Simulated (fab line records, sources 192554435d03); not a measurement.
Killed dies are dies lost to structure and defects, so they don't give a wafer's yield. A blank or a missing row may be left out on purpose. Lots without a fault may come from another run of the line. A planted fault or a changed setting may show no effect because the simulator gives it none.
One fault seen from 3 desks | flow n5_finfet | each desk has only its own numbers; what lay behind them comes last

THE DEFECT DESK
What the inspections along the route counted, lot by lot: means of the sampled wafers that have a number. A lot is out of limits, marked OUT, if its mean lies more than 4 standard deviations from the usual mean; the brackets give that distance.
Columns: A = raw_defect_count at N5_DUMMY_REMOVAL_INSPECT_06, usual 12; B = raw_defect_count at N5_HKMG_FIN_INSPECT_61, usual 1.9
lot  | first seen here | A  | B
L459 | day 5 13:32     | 18 | 4.7
L460 | day 5 19:11     | 6  | 2.3
L469 | day 8 01:35     | 11 | 1.0
L470 | day 8 04:31     | 5  | 2.0
L471 | day 8 10:16     | 12 | 1.3
L473 | day 8 23:31     | 29 | 1.3
This desk's finding: nothing out of limits on any of the 6 lots.

THE METROLOGY DESK
What the gauges read, lot by lot, whatever tool the lot ran on: means of the sampled wafers that have a number. A lot is out of limits, marked OUT, if its mean lies more than 4 standard deviations from the usual mean; the brackets give that distance.
Columns: A = cd_nm at N5_HKMG_FIN_CD_MEAS_49, usual 202.1 nm; B = NDIPOLE_OVL at N5_HKMG_FIN_OVL_MEAS_50, usual 0.1 nm
lot  | first seen here | A     | B
L459 | day 5 14:53     | 202.6 | -0.5
L460 | day 5 20:38     | 201.0 | -0.3
L469 | day 8 03:02     | 202.2 | -1.0
L470 | day 8 06:06     | 202.1 | 0.8
L471 | day 8 11:26     | 201.8 | -0.3
L473 | day 9 03:59     | 202.1 | -0.7
This desk's finding: nothing out of limits on any of the 6 lots.

THE TOOL OWNER'S DESK: litho_track-01
The tool's own readings at N5_HKMG_FIN_COAT_41 (time 60 s, resist thk 300 nm): means of the sampled wafers that have a number, for each lot that ran on this tool. A lot is out of limits, marked OUT, if its mean lies more than 4 standard deviations from the usual mean; the brackets give that distance.
Columns: A = spin_speed_rpm at N5_HKMG_FIN_COAT_41, usual 1500.1 rpm
lot  | first seen here | A
L459 | day 5 14:31     | 1498.7
L469 | day 8 02:40     | 1745.3 (+99 or more) OUT
L473 | day 9 00:28     | 1743.2 (+99 or more) OUT
This desk's finding: out of limits on L469, L473; first on L469, day 8 02:40 (spin_speed_rpm at N5_HKMG_FIN_COAT_41). In limits: L459.

PUT TOGETHER
The tool owner's desk could have raised an alarm at day 8 02:40, on L469, L473.
The defect desk saw nothing out of limits.
The metrology desk saw nothing out of limits.
The defect desk has L469, L473 on record, within its limits.
The metrology desk has L469, L473 on record, within its limits.
Of the lots named, all ran N5_HKMG_FIN_COAT_41 on litho_track-01.

WHAT THE SIMULATOR HAD PUT IN
Process parameter drift: litho_track-01, from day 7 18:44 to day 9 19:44, at N5_HKMG_FIN_COAT_41. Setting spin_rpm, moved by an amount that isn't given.
Lots struck among those shown: L469, L473.
Hours from the fault's start to each desk's first reading out of limits: the tool owner's desk, 8.
